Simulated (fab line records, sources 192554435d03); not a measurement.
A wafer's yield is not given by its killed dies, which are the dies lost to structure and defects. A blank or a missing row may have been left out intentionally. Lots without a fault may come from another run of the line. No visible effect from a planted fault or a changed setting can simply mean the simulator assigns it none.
Matching of chambers || flow n5_finfet || N5_PMOS_HMC_CHANNEL_EPI_CMP_21 on cmp-01 has 4 sister chambers
The step polishes SiGe30, target thk 54 nm. 8 wafers are shown with their chamber, then 11 later ones without.

## WAFERS, EACH WITH ITS CHAMBER
{"wafer": "L085.5", "chamber": 3, "motor_current_A (A)": 11.2}
{"wafer": "L086.2", "chamber": 3, "motor_current_A (A)": 11.9}
{"wafer": "L086.3", "chamber": 1, "motor_current_A (A)": 12.7}
{"wafer": "L086.5", "chamber": 2, "motor_current_A (A)": 12.0}
{"wafer": "L089.1", "chamber": 0, "motor_current_A (A)": 11.9}
{"wafer": "L089.5", "chamber": 1, "motor_current_A (A)": 12.9}
{"wafer": "L089.6", "chamber": 2, "motor_current_A (A)": 11.2}
{"wafer": "L090.2", "chamber": 0, "motor_current_A (A)": 12.3}

## WAFERS MISSING THEIR CHAMBER
{"wafer": "L090.5", "motor_current_A (A)": 12.1}
{"wafer": "L090.6", "motor_current_A (A)": 12.3}
{"wafer": "L092.1", "motor_current_A (A)": 12.7}
{"wafer": "L092.3", "motor_current_A (A)": 12.1}
{"wafer": "L092.4", "motor_current_A (A)": 11.7}
{"wafer": "L094.1", "motor_current_A (A)": 10.7}
{"wafer": "L094.2", "motor_current_A (A)": 12.1}
{"wafer": "L094.3", "motor_current_A (A)": 12.6}
{"wafer": "L096.2", "motor_current_A (A)": 11.5}
{"wafer": "L096.4", "motor_current_A (A)": 12.0}
{"wafer": "L096.5", "motor_current_A (A)": 13.0}

## EACH ONE'S CHAMBER
{"wafer": "L090.5", "from the rows above": "can't be placed: 0 or 2 or 3 or 1", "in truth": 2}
{"wafer": "L090.6", "from the rows above": "can't be placed: 0 or 1 or 2 or 3", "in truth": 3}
{"wafer": "L092.1", "from the rows above": "can't be placed: 1 or 0", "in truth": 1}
{"wafer": "L092.3", "from the rows above": "can't be placed: 0 or 2 or 3 or 1", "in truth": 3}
{"wafer": "L092.4", "from the rows above": "can't be placed: 2 or 3 or 0", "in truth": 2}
{"wafer": "L094.1", "from the rows above": "can't be placed: 3 or 2 or 0", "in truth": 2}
{"wafer": "L094.2", "from the rows above": "can't be placed: 0 or 2 or 3 or 1", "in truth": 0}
{"wafer": "L094.3", "from the rows above": "can't be placed: 1 or 0 or 2", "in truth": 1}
{"wafer": "L096.2", "from the rows above": "can't be placed: 3 or 2 or 0", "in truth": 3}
{"wafer": "L096.4", "from the rows above": "can't be placed: 0 or 2 or 3 or 1", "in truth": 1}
{"wafer": "L096.5", "from the rows above": "can't be placed: 1 or 0", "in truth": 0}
Correct placement for 0 of the 11. From these rows, 11 cannot be placed; in 11 the true chamber is one of the candidates. Placed wrongly: 0.
How it was worked out, from the rows above alone: a wafer's distance from a chamber is the root of the sum, over the readings, of the square of ((its reading less the chamber's mean) divided by the reading's scatter). The wafer belongs to the nearest chamber; if the next one is less than 2 further off, it can't be placed. A chamber's mean is the mean of its shown wafers. How the scatter is found: for the shown wafers, subtract from each reading the mean of its chamber, square and add these, divide the total by (wafers less chambers), then take the root.
